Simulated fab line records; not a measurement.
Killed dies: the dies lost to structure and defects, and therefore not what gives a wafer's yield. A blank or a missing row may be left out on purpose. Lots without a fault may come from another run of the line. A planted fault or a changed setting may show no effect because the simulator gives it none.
Comparing a struck lot with a sound one -- flow n5Finfet -- 16 steps out of a route of 1938
Sound: wafers L941.1, L941.2, L941.4. Struck: wafer L929.6. (L929.3, L929.4 of the same lot were not struck and are left out.) The cause comes at the end.
Each step with rows lists, per side, the tool, then ch with its chambers, then its first start. Under that, the readings that differ: sound wafers -- struck wafers -- difference of the means -- sigmas: that difference in standard deviations of wafers without a fault.
alike: readings whose means differ by less than 2 such deviations, and words and numbers that are the same on both sides. not compared: withheld readings, readings that some wafer has no value for, bounds like >300 that may hide the same value, and numbers for which the record gives no deviation and whose values overlap.
A row with sigmas, a row that says differs or no value, or rows on one side alone: a step with any of these is where the two part. Non-overlapping numbers with no deviation appear without sigmas and do not part them. Lack of a reading on every wafer of one side parts them only where that side has two or more wafers.

first, 2 steps without rows for these wafers: N5_BEOL_M1_DESCUM_33 (chemistry O2, time 7 s); N5_BEOL_M1_ETCH_77 (etches underlayer in N2/H2, target depth 6.5 nm, time 5.2 s).
N5_BEOL_M1_ETCH_69: etches SiARC in CF4, target depth 15.6 nm, time 26 s.
  sound on rieDiel-05 ch 0,2,3, day 11 18:10; struck on rieDiel-02 ch 2, day 8 23:08
  alike: drypumpMotorCurrentA, etchRfOnTimeS, oesProductAu, rfVppV, showerheadPlenumPTorr, throttleValvePct
  not compared: rfHoursCounterH
N5_BEOL_M1_ALD_98: deposits SiO2, target thk 2.5 nm, pulse time 1 s, co reactant pulse time 1 s.
  sound on aldSin-03 ch 0,1, day 11 18:15; struck on aldSin-04 ch 0, day 8 23:14
  alike: chamberPressureTorr, heaterPowerW, precursorPulseHeightRel, susceptorTempC
then, 1 step without rows for these wafers: N5_BEOL_M1_ETCHBACK_99 (etches SiO2 in CHF3, target depth 5 nm, time 10.4 s).
N5_BEOL_M1_ETCH_70: etches SOC in N2/H2, target depth 80 nm, overetch 16 nm, time 120 s.
  sound on rieDiel-02 ch 1,2, day 12 10:31; struck on rieDiel-02 ch 2, day 9 02:14
reading,sound,struck,difference,sigmas
rfVppV (V),528.7 524.6 524.7,520.6,-5.4,-3
showerheadPlenumPTorr (Torr),2.69 2.59 2.59,2.39,-0.23,-3
  alike: drypumpMotorCurrentA, oesProductAu, throttleValvePct
  not compared: rfHoursCounterH
then, 2 steps without rows for these wafers: N5_BEOL_M1_STRIP_71 (strips in N2/H2); N5_BEOL_M1_STRIP_78 (strips in N2/H2).
N5_BEOL_M1_VIA_ETCH_34: etches the open film in C4F6/O2, target depth 67.8 nm, time 64.4 s.
  sound on rieDiel-02 ch 1,2, day 12 10:37; struck on rieDiel-02 ch 2, day 9 02:20
reading,sound,struck,difference,sigmas
showerheadPlenumPTorr (Torr),3.06 2.87 2.87,2.73,-0.20,-3
  alike: drypumpMotorCurrentA, oesProductAu, rfVppV, throttleValvePct
  not compared: rfHoursCounterH
then, 2 steps without rows for these wafers: N5_BEOL_M1_STRIP_83 (strips in C4F6/O2); N5_BEOL_M1_STRIP_36 (strips in N2/H2).
N5_BEOL_M1_TRENCH_ETCH_37: etches SiOC in C4F6/O2, target depth 55.207 nm, time 29 s.
  sound on rieDiel-02 ch 1,2; struck on rieDiel-02 ch 2
reading,sound,struck,difference,sigmas
showerheadPlenumPTorr (Torr),3.07 2.87 2.87,2.73,-0.21,-3
  alike: drypumpMotorCurrentA, oesProductAu, rfVppV, throttleValvePct
  not compared: rfHoursCounterH
N5_BEOL_M1_ETCH_41: etches SiCN in CH3F/O2, target depth 31.9 nm, time 57.8 s.
  sound on rieDiel-02 ch 1,2, day 12 10:44; struck on rieDiel-02 ch 2, day 9 02:28
reading,sound,struck,difference,sigmas
showerheadPlenumPTorr (Torr),2.16 2.02 2.02,1.91,-0.16,-3
model.etch.depthNm (nm),21.32 22 21.95,31.53,+9.77,
  alike: drypumpMotorCurrentA, oesProductAu, rfVppV, throttleValvePct
  not compared: rfHoursCounterH
then, 1 step without rows for these wafers: N5_BEOL_M1_STRIP_97 (strips in N2/H2, time 10 s).
N5_BEOL_M4_RC_MEAS_101:
  sound on prober-02 ch 0, day 14 07:03; struck on prober-02 ch 0, day 10 22:32
  alike: DIBL_N, DIBL_P, IOFF_N, IOFF_P, ION_N, ION_P, SS_N, SS_P, VT_N, VT_P
N5_PASSIVATION_PROBE_49:
  the record holds rows for the sound wafers here (prober-01, day 18 15:43) but none for the struck ones

## WHERE THEY PART
At N5_BEOL_M1_ETCH_70 first; at N5_PASSIVATION_PROBE_49 last (within this record only).

WHY: whatever the simulator had introduced
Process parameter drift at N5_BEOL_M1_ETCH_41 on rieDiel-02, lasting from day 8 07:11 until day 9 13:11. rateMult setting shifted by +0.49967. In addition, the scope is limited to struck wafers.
